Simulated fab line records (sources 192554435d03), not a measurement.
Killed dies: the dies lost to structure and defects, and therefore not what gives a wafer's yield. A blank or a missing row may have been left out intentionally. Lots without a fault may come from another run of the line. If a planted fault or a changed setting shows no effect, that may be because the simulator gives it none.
Split-lot trial    flow n5_finfet    21 wafers read from 7 lots, route of 1938 steps

== THE SPLIT ==
At N5_BEOL_M8_PECVD_70 (deposits SiO2 from TEOS/O2, target thk 20 nm, time 22.7 s), the setting time_s was moved away from the recipe's 22.7 s on 8 of the 21 wafers read, by -13.5% to +11.3%. All remaining wafers had this setting at the recipe value.

Reading taken at the split's own step.

== THE READING ==
SiO2_of_BEOL_M8_PECVD_70.thk_nm (the simulator's own value, which no gauge read), in nm, at N5_BEOL_M8_PECVD_70 (deposits SiO2 from TEOS/O2, target thk 20 nm, time 22.7 s). The file gives no usual value for it. Across the 13 wafers here that went through the recipe, the average is 20.0 nm and the standard deviation 0.24 nm.

wafer   tool, chamber at the split  time_s as run, s  against the recipe  SiO2_of_BEOL_M8_PECVD_70.thk_nm, nm  against lot-mates on the recipe
L077.2  pecvd-01, 2                 23.74             +4.6%               21                                   +0.8
L077.3  pecvd-01, 1                 23.74             +4.6%               20.8                                 +0.6
L077.4  pecvd-01, 2                 22.7              recipe              20.2                                 -
L080.2  pecvd-01, 2                 22.7              recipe              20.2                                 -
L080.4  pecvd-01, 1,2               24.71             +8.9%               22.4                                 +2.2
L080.5  pecvd-01, 1,2               24.71             +8.9%               22.4                                 +2.2
L084.1  pecvd-04, 1,0               22.7              recipe              19.8                                 -
L084.2  pecvd-04, 1,0               22.7              recipe              19.8                                 -
L084.4  pecvd-04, 2                 22.7              recipe              20.4                                 -
L087.2  pecvd-04, 2                 25.27             +11.3%              22.4                                 +2.2
L087.3  pecvd-04, 0                 22.7              recipe              20                                   -
L087.5  pecvd-04, 1                 22.7              recipe              20.4                                 -
L085.2  pecvd-01, 0,1,0             22.7              recipe              19.8                                 -
L085.4  pecvd-01, 0,1,0             22.7              recipe              19.8                                 -
L085.5  pecvd-01, 0,1,0             22.7              recipe              19.8                                 -
L091.1  pecvd-04, 0                 19.63             -13.5%              17.2                                 no lot-mate on the recipe
L091.4  pecvd-04, 2                 19.63             -13.5%              17.6                                 no lot-mate on the recipe
L091.6  pecvd-04, 0                 19.63             -13.5%              17.8                                 no lot-mate on the recipe
L090.2  pecvd-01, 2                 22.7              recipe              19.6                                 -
L090.3  pecvd-01, 1,2               22.7              recipe              20                                   -
L090.5  pecvd-01, 1,2               22.7              recipe              20                                   -
Where a row lists several chambers, the file gives one row for several wafers and doesn't say which wafer went through which chamber.

THE FIT
A straight line over all 21 wafers: SiO2_of_BEOL_M8_PECVD_70.thk_nm changes by +0.204 nm for each +1% of time_s; r = +0.98; the points scatter about the line by 0.31 nm.
The same after taking each lot's own level away (the mean of its wafers on the recipe; 18 wafers): +0.217 nm for each +1%; r = +0.97; scatter 0.23 nm.
On that fit, the largest move of time_s shifts the reading by 2.9 nm.
Across the lots, their own levels run from 19.80 to 20.20 nm, a range of 1.7 times the standard deviation given above.
Consequently the slope shifts little with the lot-to-lot level, the two slopes agreeing.
Check: with one of the wafers moved furthest among these (+11.3%) left out of the fit, the line predicts +2.6 nm for it against its lot-mates. It came out at +2.2 nm against them.

== THE OTHER SPLITS THESE WAFERS WENT THROUGH ==
Before the reading, these wafers also passed through other splits. Each is held against what the fit with the lots' levels taken away leaves over:
other split on the same wafers    wafers away from the commonest value  r with SiO2_of_BEOL_M8_PECVD_70.thk_nm (lot level and that fit taken away)
N5_BEOL_M2_DESCUM_16 time_s       7                                     -0.13
N5_BEOL_M4_TRENCH_ETCH_37 time_s  7                                     +0.37
N5_BEOL_M5_VIA_ETCH_34 bias_w     5                                     +0.23
N5_BEOL_M5_TRENCH_ETCH_37 bias_w  9                                     -0.11
N5_BEOL_M6_TRENCH_ETCH_37 bias_w  6                                     -0.22
N5_BEOL_M7_ILD_DEP_00 time_s      8                                     -0.25
N5_BEOL_M7_PECVD_70 temp_c        7                                     +0.30

== THE FILE'S OWN FIT ==
SiO2_of_BEOL_M8_PECVD_70.thk_nm changes by +0.209 nm for each +1% of time_s, r = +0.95.
